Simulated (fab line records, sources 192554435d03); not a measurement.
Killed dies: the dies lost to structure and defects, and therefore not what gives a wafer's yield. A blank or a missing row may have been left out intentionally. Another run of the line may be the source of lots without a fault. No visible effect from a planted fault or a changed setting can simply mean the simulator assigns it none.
Split-lot experiment | flow n5-finfet | 7 lots, 21 wafers read, on a route of 1938 steps

## SPLIT DETAILS
At N5_BEOL_M13_ILD_DEP_00 (deposits SiOC from DEMS/O2, target thk 837.92 nm, time 166.4 s), the setting time-s was moved away from the recipe's 166.4 s on 8 of the 21 wafers read, by -11.6% to +11.7%. All remaining wafers had this setting at the recipe value.

Between the split and the reading, the file records no step.

## THE READING
M13_ILD_THK, in nm, at N5_BEOL_M13_THK_MEAS_01. Fault-free wafers of this fab line usually give 841 nm, standard deviation 12 nm.

wafer  | tool, chamber at the split | time-s as run, s | against the recipe | M13_ILD_THK, nm | against lot-mates on the recipe
L076.3 | pecvd-03, 1                | 166.4            | recipe             | 834             | -
L076.4 | pecvd-03, 0                | 178.6            | +7.3%              | 922             | +88
L076.6 | pecvd-03, 2                | 178.6            | +7.3%              | 897             | +63
L079.1 | pecvd-02, 2                | 166.4            | recipe             | 833             | -
L079.2 | pecvd-02, 0                | 147.1            | -11.6%             | 734             | -99
L079.5 | pecvd-02, 1                | 147.1            | -11.6%             | 750             | -83
L078.1 | pecvd-01, 0                | 166.4            | recipe             | 850             | -
L078.2 | pecvd-01, 2                | 166.4            | recipe             | 834             | -
L078.5 | pecvd-01, 2                | 166.4            | recipe             | 843             | -
L081.1 | pecvd-01, 0                | 166.4            | recipe             | 851             | -
L081.2 | pecvd-01, 2                | 166.4            | recipe             | 835             | -
L081.4 | pecvd-01, 0                | 154.3            | -7.3%              | 796             | -47
L084.2 | pecvd-01, 1                | 166.4            | recipe             | 825             | -
L084.3 | pecvd-01, 0                | 166.4            | recipe             | 825             | -
L084.5 | pecvd-01, 1                | 166.4            | recipe             | 834             | -
L082.2 | pecvd-01, 1                | 166.4            | recipe             | 829             | -
L082.3 | pecvd-01, 0                | 176.4            | +6.0%              | 876             | +34
L082.5 | pecvd-01, 0                | 166.4            | recipe             | 855             | -
L095.2 | pecvd-03, 0                | 185.9            | +11.7%             | 954             | +86
L095.3 | pecvd-03, 1                | 185.9            | +11.7%             | 931             | +63
L095.5 | pecvd-03, 0                | 166.4            | recipe             | 868             | -

THE FIT
A straight line over all 21 wafers: M13_ILD_THK changes by +8.4 nm for each +1% of time-s; r = +0.97; the points scatter about the line by 13 nm.
The same after taking each lot's own level away (the mean of its wafers on the recipe; 21 wafers): +7.44 nm for each +1%; r = +0.97; scatter 12 nm.
According to that fit, moving time-s by its largest amount changes the reading by 87 nm.
From 828.0 to 868.0 nm: that is the span of the lots' own levels, equal to 3.3 times the standard deviation above.
Hence the slope depends on the lot-to-lot level, as the two fits are not the same.
Check: with one of the wafers moved furthest among these (+11.7%) left out of the fit, the line predicts +87.7 nm for it against its lot-mates. It came out at +86 nm against them.

## FURTHER SPLITS ON THESE WAFERS
These wafers also went through other splits before the reading. Each is held against what the fit with the lots' levels taken away leaves over:
other split on the same wafers | wafers away from the commonest value | r with M13_ILD_THK (lot level and that fit taken away)
N5_BEOL_M12_ILD_DEP_00 time-s  | 6                                    | -0.05

## THE WHOLE CHAIN: every reading that the file lists as answering this split, in the file's order
step                    | what it does                                                   | reading                                                                             | change (the file's fit)              | r (the file's)
N5_BEOL_M13_ILD_DEP_00  | deposits SiOC from DEMS/O2, target thk 837.92 nm, time 166.4 s | SiOC_of_BEOL_M13_ILD_DEP_00.thk-nm (the simulator's own value, which no gauge read) | +7.33 nm for each +1% of the setting | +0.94
N5_BEOL_M13_THK_MEAS_01 |                                                                | M13_ILD_THK                                                                         | +7.31 for each +1% of the setting    | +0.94
N5_BEOL_M13_VIA_ETCH_16 | etches SiOC in C4F8/O2/Ar, target depth 921.7 nm               | etch.depth-nm (the simulator's own value, which no gauge read)                      | +7.34 nm for each +1% of the setting | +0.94
N5_BEOL_M13_VIA_ETCH_16 | etches SiOC in C4F8/O2/Ar, target depth 921.7 nm               | coat_of_BEOL_M13_COAT_04.thk-nm (the simulator's own value, which no gauge read)    | -2.2 nm for each +1% of the setting  | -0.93
N5_BEOL_M13_STRIP_63    | strips in N2/H2                                                | strip-time-to-endpoint-s                                                            | withheld for each +1% of the setting | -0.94
N5_BEOL_M13_ETCH_38     | etches SiCN in CF4/N2, target depth 67.5 nm, time 71.9 s       | SiOC_of_BEOL_M13_ILD_DEP_00.thk-nm (the simulator's own value, which no gauge read) | +7.42 nm for each +1% of the setting | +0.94

## THE FILE'S OWN FIT
M13_ILD_THK changes by +7.31 nm for each +1% of time-s, r = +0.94.
